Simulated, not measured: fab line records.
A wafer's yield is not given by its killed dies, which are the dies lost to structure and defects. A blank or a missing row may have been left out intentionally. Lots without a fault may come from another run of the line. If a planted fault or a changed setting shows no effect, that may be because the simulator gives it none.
Matching of chambers ; flow nandHarc ; 4 sister chambers for NHARC_A_M0_CMP_23 on cmp-03
The step polishes, t overpolish 20 s, target thk 113.75 nm. 14 wafers are shown with their chamber, then 7 later ones without.

## WAFERS, EACH WITH ITS CHAMBER
wafer;chamber;motorCurrentA (A);timeToEndpointS (s)
L312.1;1;9.9;28.4
L312.4;2;13.2;30.0
L312.5;2;13.5;25.6
L316.1;3;12.4;29.5
L316.3;0;12.7;29.8
L316.5;1;9.7;29.5
L319.1;0;12.1;32.7
L319.2;1;9.7;30.9
L319.3;3;11.2;31.2
L320.3;3;12.0;28.7
L320.4;1;10.2;31.9
L320.5;2;12.3;28.8
L332.1;0;12.3;29.7
L332.4;1;9.7;28.4

SIGNATURES (averages over the wafers above)
reading;chamber 0;chamber 1;chamber 2;chamber 3;scatter within a chamber
motorCurrentA;12.367;9.840;13.000;11.867;0.437
timeToEndpointS;30.733;29.820;28.133;29.800;1.7
Rule: a wafer lies at a distance from a chamber equal to the root of the sum of squares, over the readings, of (its reading less the chamber's mean, divided by the reading's scatter). If the next closest chamber is less than 2 further off than the closest, the wafer can't be placed; otherwise it belongs to the closest. How the scatter is found: for the shown wafers, subtract from each reading the mean of its chamber, square and add these, divide the total by (wafers less chambers), then take the root.

## WAFERS WITH NO CHAMBER GIVEN
wafer;motorCurrentA (A);timeToEndpointS (s)
L332.5;14.3;27.1
L333.2;13.4;29.3
L333.5;13.7;28.3
L333.6;9.2;31.0
L335.1;11.4;28.0
L335.4;9.5;28.3
L335.5;11.6;29.2

## WHICH CHAMBER EACH WENT THROUGH
wafer;from the rows above;in truth
L332.5;can't be placed: 2 or 0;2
L333.2;can't be placed: 2 or 0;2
L333.5;can't be placed: 2 or 0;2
L333.6;1;1
L335.1;can't be placed: 3 or 0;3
L335.4;1;1
L335.5;can't be placed: 3 or 0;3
Correctly placed: 2 of 7. These rows do not allow placing 5 (true chamber among the candidates in 5). 0 placed wrongly.
